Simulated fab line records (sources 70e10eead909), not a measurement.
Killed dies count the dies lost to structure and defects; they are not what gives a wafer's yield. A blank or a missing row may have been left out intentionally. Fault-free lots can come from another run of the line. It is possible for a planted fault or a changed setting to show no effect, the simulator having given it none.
Which tool did it? ; flow nand_harc ; 39 wafers from 13 lots sampled at 5 of the route's 1302 steps

== WHAT THE GAUGES SHOWED, per wafer ==
NHARC_A_ONON_D2_THK_MEAS_18: measures by ellipsometry.
lot;measured;on;thk_nm (nm)
L183;day 12 08:31;film_metro-02;996 997 997
L184;day 13 05:51;film_metro-02;1009 1007 1008
L185;day 13 05:50;film_metro-01;1007 1008 1006
L188;day 15 02:40;film_metro-01;1014 1014 1015
L194;day 17 12:41;film_metro-01;999 997 997
L195;day 18 04:04;film_metro-01;1007 1008 1006
L199;day 19 00:59;film_metro-01;1005 1004 1007
L200;day 20 02:19;film_metro-01;1012 1013 1013
L202;day 20 20:22;film_metro-02;998 1000 1000
L203;day 20 20:22;film_metro-01;982 982 981
L204;day 21 18:38;film_metro-01;986 988 985
L205;day 21 18:38;film_metro-02;1006 1005 1003
L206;day 22 19:55;film_metro-01;1008 1009 1007

NHARC_END_SORT_01.
lot;measured;on;killed_at_array;killed_at_other;killed_at_periphery;killed_dies;killed_open;killed_short
L188;day 26 22:52;prober-02;51 62 62;0 0 2;8 7 4;59 69 68;3 6 2;1 1 1
L194;day 29 05:22;prober-01;150 107 138;1 0 0;3 8 5;154 115 143;1 2 2;6 2 1
L195;day 29 23:45;prober-02;168 145 154;0 0 0;1 2 3;169 147 157;3 1 4;3 3 2

== TOOL THAT RAN EACH LOT (tool first, then ch and the chambers of the sampled wafers, then the start) ==
lot;NHARC_A_DECK1_JOINT_ETCH_11;NHARC_A_DECK1_JOINT_ETCHBACK_00;NHARC_A_DECK1_JOINT_DEP_16
L183;wet_bench-02 ch 0,1,6, day 10 19:35;rie_si-03 ch 1,2, day 11 01:28;pecvd-01 ch 0,1, day 11 21:34
L184;wet_bench-01 ch 1,5,6, day 11 13:35;rie_si-05 ch 0,3, day 11 19:30;pecvd-01 ch 0,2, day 12 19:27
L185;wet_bench-09 ch 3,4,5, day 11 13:36;rie_si-02 ch 1,3, day 11 19:31;pecvd-03 ch 1,2, day 12 19:22
L188;wet_bench-09 ch 1,2,5, day 13 08:16;rie_si-05 ch 0,2,3, day 13 14:08;pecvd-03 ch 0,1,2, day 14 15:38
L194;wet_bench-01 ch 1,2,7, day 15 21:05;rie_si-02 ch 0,2,3, day 16 02:59;pecvd-03 ch 0,1, day 17 01:12
L195;wet_bench-01 ch 1,4,5, day 16 06:47;rie_si-02 ch 0,3, day 16 12:43;pecvd-01 ch 0,1,2, day 17 12:13
L199;wet_bench-02 ch 0,1,5, day 17 10:36;rie_si-02 ch 0,1,2, day 17 16:26;pecvd-01 ch 0,1,2, day 18 14:36
L200;wet_bench-02 ch 2,3,4, day 18 12:16;rie_si-03 ch 1,2,3, day 18 18:01;pecvd-01 ch 0,2, day 19 15:48
L202;wet_bench-09 ch 0,2,7, day 19 04:40;rie_si-02 ch 1,3, day 19 10:37;pecvd-03 ch 0,1,2, day 20 09:57
L203;wet_bench-01 ch 0,3,7, day 19 04:40;rie_si-03 ch 0,1, day 19 10:34;pecvd-01 ch 1,2, day 20 09:59
L204;wet_bench-09 ch 2,3,4, day 20 00:19;rie_si-05 ch 0,1,2, day 20 06:08;pecvd-01 ch 0,1,2, day 21 07:46
L205;wet_bench-09 ch 0,6,7, day 20 00:29;rie_si-03 ch 0,2,3, day 20 06:12;pecvd-03 ch 0,1, day 21 07:46
L206;wet_bench-09 ch 0,1,7, day 20 13:29;rie_si-05 ch 0,1,2, day 20 19:23;pecvd-03 ch 0,1, day 22 06:52
- NHARC_A_DECK1_JOINT_ETCH_11: etches SiO2 in dHF, target depth 35 nm.
- NHARC_A_DECK1_JOINT_ETCHBACK_00: etches the open film in HBr, target depth 30 nm, time 17.4 s.
- NHARC_A_DECK1_JOINT_DEP_16: deposits SiO2, target thk 45 nm.

== WHAT THE TOOLS THEMSELVES READ (means of the sampled wafers that have a number; where no wafer has one, the mark that the record gives instead) ==
NHARC_A_DECK1_JOINT_ETCHBACK_00.
lot;tool;drypump_motor_current_A (A);hbr_flow_sccm (sccm);oes_product_au (a.u.);throttle_valve_pct (%)
L183;rie_si-03;6.2;150.1;0.994;23.261
L184;rie_si-05;6.1;150.1;1.010;23.268
L185;rie_si-02;5.6;150.0;1.001;23.267
L188;rie_si-05;5.8;150.0;1.000;23.264
L194;rie_si-02;5.5;150.2;0.994;23.264
L195;rie_si-02;5.3;150.2;0.994;23.276
L199;rie_si-02;5.6;149.9;0.996;23.275
L200;rie_si-03;6.2;150.0;1.002;23.264
L202;rie_si-02;5.6;150.0;0.993;23.270
L203;rie_si-03;6.0;150.0;0.997;23.262
L204;rie_si-05;5.8;149.7;0.990;23.259
L205;rie_si-03;6.1;149.9;1.002;23.264
L206;rie_si-05;5.8;150.2;0.990;23.274

NHARC_A_DECK1_JOINT_DEP_16.
lot;tool;heater_power_w (W);throttle_valve_pct (%)
L183;pecvd-01;545;16.1
L184;pecvd-01;485;16.3
L185;pecvd-03;456;16.0
L188;pecvd-03;566;16.3
L194;pecvd-03;498;16.0
L195;pecvd-01;553;15.9
L199;pecvd-01;554;16.1
L200;pecvd-01;478;16.2
L202;pecvd-03;530;16.1
L203;pecvd-01;568;16.1
L204;pecvd-01;512;16.4
L205;pecvd-03;536;16.6
L206;pecvd-03;470;16.3

== THE ANSWER, worked out from the rows above alone ==
Rule: the lots themselves supply what counts as usual. The widest of any qualifying gaps counts: lots, ordered by their means at a reading, are off when they make up no more than a third of the lots, leave a main group of 4 or more, and stand apart from it by 3 or more times the standard deviation of that group's means. The tables above print the reading to a certain number of digits; a main group whose means all agree to those digits is not used. A lot without any number at a reading at which 4 lots or more have one is off too. Any other lot the step has rows for is counted as sound. First the gauges in route order, then the tools' own readings, where a lot's mean is used as printed above. At the first step where some lot is off, the reading lying furthest off is the one used; lots without a number count as furthest.
None of the lots is off at any reading shown; this tells nothing.

== WHAT THE SIMULATOR HAD PUT IN ==
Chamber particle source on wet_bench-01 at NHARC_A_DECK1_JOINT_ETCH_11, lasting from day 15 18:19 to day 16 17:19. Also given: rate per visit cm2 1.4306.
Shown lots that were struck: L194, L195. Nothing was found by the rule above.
